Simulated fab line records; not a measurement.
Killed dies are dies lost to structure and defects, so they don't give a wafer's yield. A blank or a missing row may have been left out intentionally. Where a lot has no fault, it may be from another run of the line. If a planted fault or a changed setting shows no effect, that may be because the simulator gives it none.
fab line records + flow nand_harc
record
- lots=6
- wafers=18
- last_day=33
route steps=1302 shown A_SOURCE_PLATE@420 A_ONON_D1@424 END@1302
lots that met no fault: from a run of the same line without faults
start_h: the number of hours between the record's first day and the start of the first shown wafer of the lot + wait_h: time in hours since the lot's previous step + " repeats the value in the row above + L1.1+2: a row that stands for several wafers + - no value, or no start was given + * or withheld: withheld + < > ~ a bound
route shown NAME@n: a module of which the file shows steps, and the number in the route of the first + usual: mean/standard deviation taken from wafers without a fault + same: alike in all rows + chamber/n: place in a boat + sites: per-site readings + _std_site: standard deviation across them + _edge_site: outer sites' mean less inner sites' + radius_mm: for every site, how far away it sits from the centre of the wafer + mask NAME#n: copy n + behind: tool/chamber where the wafer was last shaped + hold: reason for holding the lot/hours on hold/outcome of the hold + device: the n, p or np transistor that did not switch + end of line: tests run on the same wafers once the route is complete + where a step has no rows: the recipe by itself + killed: at the first sort, the dies lost to defects and structure; wafer yield is something else + map: per-die view of a wafer (x killed, . not killed, _ where there is no die)
set.NAME: setting as actually run; set.NAME@STEP: the setting as run at that earlier step + model.NAME: the simulator's own value behind a step, which no gauge read
lots seen at some steps along the route; tables by step, rows by wafer
services: when a tool's chamber went out of use (start_h, in hours from the record's first day, below 0 if earlier), for how many hours, and the reason
## steps
# step NHARC_A_SOURCE_PLATE_THK_MEAS_06
# recipe
- thk_meas_gauge=ellipsometry
# usual
- thk_nm=200.3/2
| lot.wafer | tool          | chamber | start_h | wait_h | thk_nm |
|-----------|---------------|---------|---------|--------|--------|
| L441.2    | film_metro-02 | -       | 179.90  | 0.4    | 201.8  |
| L441.5    | "             | -       | "       | "      | 200.0  |
| L441.6    | "             | -       | "       | "      | 201.1  |
| L449.3    | film_metro-01 | -       | 262.46  | 0.4    | 200.4  |
| L449.5    | "             | -       | "       | "      | 200.8  |
| L449.6    | "             | -       | "       | "      | 199.3  |
| L456.1    | film_metro-01 | -       | 334.24  | 0.4    | 206.3  |
| L456.3    | "             | -       | "       | "      | 202.8  |
| L456.4    | "             | -       | "       | "      | 201.7  |
| L458.1    | film_metro-02 | -       | 353.53  | 0.4    | 197.9  |
| L458.2    | "             | -       | "       | "      | 199.3  |
| L458.6    | "             | -       | "       | "      | 196.3  |
| L459.2    | film_metro-01 | -       | 359.98  | 0.4    | 201.2  |
| L459.3    | "             | -       | "       | "      | 200.1  |
| L459.4    | "             | -       | "       | "      | 202.2  |
| L462.2    | film_metro-01 | -       | 391.93  | 0.4    | 202.7  |
| L462.3    | "             | -       | "       | "      | 200.6  |
| L462.6    | "             | -       | "       | "      | 199.4  |
# step NHARC_A_SOURCE_PLATE_INSPECT_08
# usual
- raw_defect_count=60/25
| lot.wafer | tool              | chamber | start_h | wait_h | raw_defect_count |
|-----------|-------------------|---------|---------|--------|------------------|
| L441.2    | defect_inspect-01 | -       | 179.97  | 0.0    | 30               |
| L441.5    | "                 | -       | "       | "      | 28               |
| L441.6    | "                 | -       | "       | "      | 65               |
| L449.3    | defect_inspect-02 | -       | 262.52  | 0.0    | 56               |
| L449.5    | "                 | -       | "       | "      | 83               |
| L449.6    | "                 | -       | "       | "      | 57               |
| L456.1    | defect_inspect-02 | -       | 334.30  | 0.0    | 71               |
| L456.3    | "                 | -       | "       | "      | 70               |
| L456.4    | "                 | -       | "       | "      | 118              |
| L458.1    | defect_inspect-01 | -       | 353.60  | 0.0    | 45               |
| L458.2    | "                 | -       | "       | "      | 75               |
| L458.6    | "                 | -       | "       | "      | 67               |
| L459.2    | defect_inspect-02 | -       | 360.04  | 0.0    | 72               |
| L459.3    | "                 | -       | "       | "      | 81               |
| L459.4    | "                 | -       | "       | "      | 74               |
| L462.2    | defect_inspect-02 | -       | 392.02  | 0.0    | 84               |
| L462.3    | "                 | -       | "       | "      | 98               |
| L462.6    | "                 | -       | "       | "      | 64               |
# step NHARC_A_ONON_D1_DEP_00
# recipe
- target_thk_a=10000
- n2_flow_sccm=2750
- n2o_flow_sccm=2000
- nh3_flow_sccm=500
- sih4_flow_sccm=210
- temp_c=400
# step NHARC_A_ONON_D1_THK_MEAS_02
# recipe
- thk_meas_gauge=ellipsometry
# usual
- thk_nm=1002/9.9
| lot.wafer | tool          | chamber | start_h | wait_h | thk_nm |
|-----------|---------------|---------|---------|--------|--------|
| L441.2    | film_metro-02 | -       | 180.55  | -      | 995    |
| L441.5    | "             | -       | "       | "      | 994    |
| L441.6    | "             | -       | "       | "      | 996    |
| L449.3    | film_metro-02 | -       | 263.10  | -      | 1008   |
| L449.5    | "             | -       | "       | "      | 1007   |
| L449.6    | "             | -       | "       | "      | 1005   |
| L456.1    | film_metro-01 | -       | 334.88  | -      | 1011   |
| L456.3    | "             | -       | "       | "      | 1008   |
| L456.4    | "             | -       | "       | "      | 1011   |
| L458.1    | film_metro-01 | -       | 354.18  | -      | 997    |
| L458.2    | "             | -       | "       | "      | 999    |
| L458.6    | "             | -       | "       | "      | 997    |
| L459.2    | film_metro-01 | -       | 360.62  | -      | 994    |
| L459.3    | "             | -       | "       | "      | 995    |
| L459.4    | "             | -       | "       | "      | 993    |
| L462.2    | film_metro-02 | -       | 392.59  | -      | 992    |
| L462.3    | "             | -       | "       | "      | 988    |
| L462.6    | "             | -       | "       | "      | 989    |
# step NHARC_A_ONON_D1_DEP_03
# recipe
- target_thk_a=10000
- n2_flow_sccm=2750
- n2o_flow_sccm=2000
- nh3_flow_sccm=500
- sih4_flow_sccm=210
- temp_c=400
# step NHARC_A_ONON_D1_THK_MEAS_05
# recipe
- thk_meas_gauge=ellipsometry
# usual
- thk_nm=1000/11
| lot.wafer | tool          | chamber | start_h | wait_h | thk_nm |
|-----------|---------------|---------|---------|--------|--------|
| L441.2    | film_metro-02 | -       | 181.11  | -      | 1000   |
| L441.5    | "             | -       | "       | "      | 1001   |
| L441.6    | "             | -       | "       | "      | 1001   |
| L449.3    | film_metro-01 | -       | 263.66  | -      | 1016   |
| L449.5    | "             | -       | "       | "      | 1017   |
| L449.6    | "             | -       | "       | "      | 1016   |
| L456.1    | film_metro-02 | -       | 335.45  | -      | 1012   |
| L456.3    | "             | -       | "       | "      | 1013   |
| L456.4    | "             | -       | "       | "      | 1013   |
| L458.1    | film_metro-01 | -       | 354.74  | -      | 996    |
| L458.2    | "             | -       | "       | "      | 995    |
| L458.6    | "             | -       | "       | "      | 995    |
| L459.2    | film_metro-02 | -       | 361.18  | -      | 1004   |
| L459.3    | "             | -       | "       | "      | 1002   |
| L459.4    | "             | -       | "       | "      | 1002   |
| L462.2    | film_metro-02 | -       | 393.16  | -      | 1010   |
| L462.3    | "             | -       | "       | "      | 1008   |
| L462.6    | "             | -       | "       | "      | 1008   |
# step NHARC_A_ONON_D1_DEP_06
# recipe
- target_thk_a=10000
- n2_flow_sccm=2750
- n2o_flow_sccm=2000
- nh3_flow_sccm=500
- sih4_flow_sccm=210
- temp_c=400
# step NHARC_A_ONON_D1_THK_MEAS_08
# recipe
- thk_meas_gauge=ellipsometry
# usual
- thk_nm=998/9.3
| lot.wafer | tool          | chamber | start_h | wait_h | thk_nm |
|-----------|---------------|---------|---------|--------|--------|
| L441.2    | film_metro-02 | -       | 181.67  | -      | 995    |
| L441.5    | "             | -       | "       | "      | 996    |
| L441.6    | "             | -       | "       | "      | 997    |
| L449.3    | film_metro-01 | -       | 264.23  | -      | 996    |
| L449.5    | "             | -       | "       | "      | 995    |
| L449.6    | "             | -       | "       | "      | 997    |
| L456.1    | film_metro-01 | -       | 336.01  | -      | 1003   |
| L456.3    | "             | -       | "       | "      | 1002   |
| L456.4    | "             | -       | "       | "      | 1001   |
| L458.1    | film_metro-02 | -       | 355.31  | -      | 990    |
| L458.2    | "             | -       | "       | "      | 990    |
| L458.6    | "             | -       | "       | "      | 987    |
| L459.2    | film_metro-02 | -       | 361.75  | -      | 999    |
| L459.3    | "             | -       | "       | "      | 1000   |
| L459.4    | "             | -       | "       | "      | 999    |
| L462.2    | film_metro-02 | -       | 393.75  | -      | 1008   |
| L462.3    | "             | -       | "       | "      | 1012   |
| L462.6    | "             | -       | "       | "      | 1010   |
# step NHARC_A_ONON_D1_DEP_09
# recipe
- target_thk_a=10000
- n2_flow_sccm=2750
- n2o_flow_sccm=2000
- nh3_flow_sccm=500
- sih4_flow_sccm=210
- temp_c=400
# step NHARC_A_ONON_D1_THK_MEAS_11
# recipe
- thk_meas_gauge=ellipsometry
# usual
- thk_nm=998/9.7
| lot.wafer | tool          | chamber | start_h | wait_h | thk_nm |
|-----------|---------------|---------|---------|--------|--------|
| L441.2    | film_metro-02 | -       | 182.24  | -      | 990    |
| L441.5    | "             | -       | "       | "      | 989    |
| L441.6    | "             | -       | "       | "      | 990    |
| L449.3    | film_metro-02 | -       | 264.79  | -      | 988    |
| L449.5    | "             | -       | "       | "      | 989    |
| L449.6    | "             | -       | "       | "      | 989    |
| L456.1    | film_metro-01 | -       | 336.57  | -      | 990    |
| L456.3    | "             | -       | "       | "      | 989    |
| L456.4    | "             | -       | "       | "      | 988    |
| L458.1    | film_metro-02 | -       | 355.87  | -      | 998    |
| L458.2    | "             | -       | "       | "      | 998    |
| L458.6    | "             | -       | "       | "      | 997    |
| L459.2    | film_metro-02 | -       | 362.32  | -      | 997    |
| L459.3    | "             | -       | "       | "      | 996    |
| L459.4    | "             | -       | "       | "      | 996    |
| L462.2    | film_metro-02 | -       | 394.32  | -      | 1009   |
| L462.3    | "             | -       | "       | "      | 1008   |
| L462.6    | "             | -       | "       | "      | 1012   |
# step NHARC_A_ONON_D1_DEP_12
# recipe
- target_thk_a=10000
- n2_flow_sccm=2750
- n2o_flow_sccm=2000
- nh3_flow_sccm=500
- sih4_flow_sccm=210
- temp_c=400
# usual
- n2o_flow_sccm=1999/5.8
- nh3_flow_sccm=499.9/1.5
| lot.wafer | tool          | chamber | start_h | wait_h | n2o_flow_sccm | nh3_flow_sccm |
|-----------|---------------|---------|---------|--------|---------------|---------------|
| L441.2    | pecvd_onon-01 | 0       | 182.35  | 0.1    | 2003          | 497.7         |
| L441.5    | "             | 0       | "       | "      | 2002          | 498.6         |
| L441.6    | "             | 0       | "       | "      | 1999          | 497.6         |
| L449.3    | pecvd_onon-04 | 0       | 264.96  | 0.2    | 1997          | 499.1         |
| L449.5    | "             | 0       | "       | "      | 2000          | 500.2         |
| L449.6    | "             | 0       | "       | "      | 2011          | 497.2         |
| L456.1    | pecvd_onon-04 | 0       | 336.63  | 0.1    | 2004          | 500.0         |
| L456.3    | "             | 0       | "       | "      | 2002          | 502.9         |
| L456.4    | "             | 0       | "       | "      | 2008          | 499.9         |
| L458.1    | pecvd_onon-04 | 0       | 355.93  | 0.1    | 2003          | 498.4         |
| L458.2    | "             | 0       | "       | "      | 1986          | 499.3         |
| L458.6    | "             | 0       | "       | "      | 1988          | 500.2         |
| L459.2    | pecvd_onon-02 | 0       | 362.43  | 0.1    | 1999          | 500.5         |
| L459.3    | "             | 0       | "       | "      | 2001          | 500.4         |
| L459.4    | "             | 0       | "       | "      | 2004          | 502.0         |
| L462.2    | pecvd_onon-02 | 0       | 394.43  | 0.1    | 2001          | 497.8         |
| L462.3    | "             | 0       | "       | "      | 1994          | 497.9         |
| L462.6    | "             | 0       | "       | "      | 1999          | 498.7         |
# step NHARC_A_ONON_D1_THK_MEAS_14
# recipe
- thk_meas_gauge=ellipsometry
# usual
- thk_nm=997/8.7
| lot.wafer | tool          | chamber | start_h | wait_h | hold                     | thk_nm |
|-----------|---------------|---------|---------|--------|--------------------------|--------|
| L441.2    | film_metro-01 | -       | 182.81  | -      | -                        | 988    |
| L441.5    | "             | -       | "       | "      | -                        | 985    |
| L441.6    | "             | -       | "       | "      | -                        | 986    |
| L449.3    | film_metro-02 | -       | 265.38  | -      | -                        | 999    |
| L449.5    | "             | -       | "       | "      | -                        | 996    |
| L449.6    | "             | -       | "       | "      | -                        | 998    |
| L456.1    | film_metro-02 | -       | 337.13  | -      | await_dispo/0.2h/release | 1852   |
| L456.3    | "             | -       | "       | "      | await_dispo/0.2h/release | 1854   |
| L456.4    | "             | -       | "       | "      | await_dispo/0.2h/release | 1854   |
| L456.1    | film_metro-02 | -       | 337.30  | 0.2    | -                        | 1852   |
| L456.3    | "             | -       | "       | "      | -                        | 1854   |
| L456.4    | "             | -       | "       | "      | -                        | 1855   |
| L458.1    | film_metro-01 | -       | 356.44  | -      | await_dispo/0.2h/release | 1847   |
| L458.2    | "             | -       | "       | "      | await_dispo/0.2h/release | 1847   |
| L458.6    | "             | -       | "       | "      | await_dispo/0.2h/release | 1848   |
| L458.1    | film_metro-01 | -       | 356.61  | 0.2    | -                        | 1848   |
| L458.2    | "             | -       | "       | "      | -                        | 1847   |
| L458.6    | "             | -       | "       | "      | -                        | 1847   |
| L459.2    | film_metro-01 | -       | 362.88  | -      | -                        | 996    |
| L459.3    | "             | -       | "       | "      | -                        | 996    |
| L459.4    | "             | -       | "       | "      | -                        | 994    |
| L462.2    | film_metro-01 | -       | 394.89  | -      | -                        | 998    |
| L462.3    | "             | -       | "       | "      | -                        | 997    |
| L462.6    | "             | -       | "       | "      | -                        | 996    |
# step NHARC_END_SORT_01
# recipe
- temp_c=25
# usual
- defect_limited_yield=91/3
- killed_at_array=56/20
- killed_at_other=0.9/1.1
- killed_at_periphery=3.7/3
- killed_dies=61/21
- killed_open=2.9/1.6
- killed_short=2.6/1.4
# same
- gross_dies=677
| lot.wafer | tool      | chamber | start_h | wait_h | defect_limited_yield[%] | killed_at_array | killed_at_other | killed_at_periphery | killed_dies | killed_open | killed_short |
|-----------|-----------|---------|---------|--------|-------------------------|-----------------|-----------------|---------------------|-------------|-------------|--------------|
| L441.2    | prober-01 | 0       | 588.99  | 2.8    | 91                      | 61              | 1               | 2                   | 64          | 5           | 2            |
| L441.5    | prober-01 | 0       | 591.36  | 3.7    | 94                      | 41              | 0               | 1                   | 42          | 1           | 4            |
| L441.6    | prober-01 | 0       | 592.15  | 4.0    | 90                      | 63              | 2               | 1                   | 66          | 1           | 2            |
| L449.3    | prober-02 | 0       | 670.47  | 3.1    | 86                      | 88              | 1               | 6                   | 95          | 4           | 2            |
| L449.6    | prober-02 | 0       | 672.86  | 4.0    | 85                      | 95              | 0               | 6                   | 101         | 5           | 2            |
| L459.2    | prober-01 | 0       | 770.31  | 2.8    | 93                      | 37              | 0               | 10                  | 47          | 4           | 2            |
| L459.3    | prober-01 | 0       | 771.11  | 3.1    | 94                      | 38              | 0               | 6                   | 44          | 2           | 4            |
| L459.4    | prober-01 | 0       | 771.91  | 3.4    | 93                      | 38              | 0               | 10                  | 48          | 4           | 1            |
# killed by level:class
L441.2 A_CHANNEL_HOLE_D1:chamber_film_flake=25 A_CHANNEL_HOLE_D2:chamber_film_flake=21 A_CONTACT:chamber_film_flake=9 P_GATE:geometric_particle:open=1 P_CONTACT:geometric_particle:open=1 A_CHANNEL_FILL_D1:geometric_particle:open=1 A_DECK1_JOINT:geometric_particle:short=1 A_STAIRCASE:geometric_particle:open=1
L441.5 A_CHANNEL_HOLE_D2:chamber_film_flake=15 A_CHANNEL_HOLE_D1:chamber_film_flake=10 A_CONTACT:chamber_film_flake=7 A_STAIRCASE:chamber_film_flake=2 A_WL_FILL:chamber_film_flake=2 A_DECK1_JOINT:geometric_particle:short=1 A_CHANNEL_HOLE_D2:geometric_particle:short=1 A_SLIT:geometric_particle:short=1
L441.6 A_CHANNEL_HOLE_D2:chamber_film_flake=31 A_CHANNEL_HOLE_D1:chamber_film_flake=15 A_CONTACT:chamber_film_flake=11 THIN_TSV:chamber_film_flake=2 P_M0:geometric_particle:open=1 A_DECK1_JOINT:geometric_particle:short=1 A_CHANNEL_FILL_D2:geometric_particle:short=1 A_CHANNEL_FILL_D1:chamber_film_flake=1
L449.3 A_CHANNEL_HOLE_D1:chamber_film_flake=32 A_SLIT:chamber_film_flake=26 A_CHANNEL_HOLE_D2:chamber_film_flake=13 A_CONTACT:chamber_film_flake=5 P_GATE:chamber_film_flake=3 A_STAIRCASE:chamber_film_flake=3 A_BONDPAD:chamber_film_flake=2 P_M1:geometric_particle:open=1
L449.6 A_CHANNEL_HOLE_D1:chamber_film_flake=34 A_SLIT:chamber_film_flake=33 A_CHANNEL_HOLE_D2:chamber_film_flake=15 A_CONTACT:chamber_film_flake=6 P_GATE:geometric_particle:open=2 A_STAIRCASE:chamber_film_flake=2 A_BONDPAD:chamber_film_flake=2 P_CONTACT:geometric_particle:short=1
L459.2 A_CHANNEL_HOLE_D1:chamber_film_flake=18 A_SLIT:chamber_film_flake=6 P_GATE:chamber_film_flake=4 P_CONTACT:chamber_film_flake=3 P_M2:chamber_film_flake=3 A_CONTACT:chamber_film_flake=3 A_WL_FILL:chamber_film_flake=2 A_CHANNEL_HOLE_D1:geometric_particle:open=1
L459.3 A_CHANNEL_HOLE_D1:chamber_film_flake=12 A_SLIT:chamber_film_flake=10 A_CONTACT:chamber_film_flake=6 P_M2:chamber_film_flake=3 A_WL_FILL:chamber_film_flake=3 A_WL_FILL:geometric_particle:short=2 P_CONTACT:chamber_film_flake=2 A_CHANNEL_HOLE_D1:geometric_particle:open=1
L459.4 A_CHANNEL_HOLE_D1:chamber_film_flake=14 A_SLIT:chamber_film_flake=8 A_CONTACT:chamber_film_flake=7 P_CONTACT:chamber_film_flake=5 P_M2:chamber_film_flake=4 A_WL_FILL:chamber_film_flake=3 A_CHANNEL_FILL_D2:geometric_particle:open=1 A_CHANNEL_FILL_D2:geometric_particle:short=1
## services
| tool          | chamber | start_h | hours | kind |
|---------------|---------|---------|-------|------|
| pecvd_onon-02 | -       | 185.00  | 13.0  | pm   |
| pecvd_onon-01 | -       | 269.00  | 13.0  | pm   |
| pecvd_onon-04 | -       | 311.00  | 13.0  | pm   |
| pecvd_onon-02 | -       | 366.32  | 13.0  | pm   |
## key
first_sign
- step=NHARC_A_ONON_D1_THK_MEAS_14
- reading=visit
- direction=added
effect
- step=NHARC_A_ONON_D1_THK_MEAS_14
- reading=thk_nm
- direction=up
- sigmas=98
- usual=997
- struck=1850
met_at NHARC_A_ONON_D1_DEP_12
struck_wafers L456.1,L456.3,L456.4,L458.1,L458.2,L458.6
scrapped_behind NHARC_A_ONON_D1_THK_MEAS_14 L456.1,L456.3,L456.4,L458.1,L458.2,L458.6
onset_between 264.96 336.63
fault
- kind=process_parameter_drift
- tool=pecvd_onon-04
- chamber=-
- onset_h=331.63
- steps=NHARC_A_ONON_D1_DEP_12
- channel=target_thk_a
- offset=*
- shape=step
- end_h=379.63
- acts_in=*
- stated=*
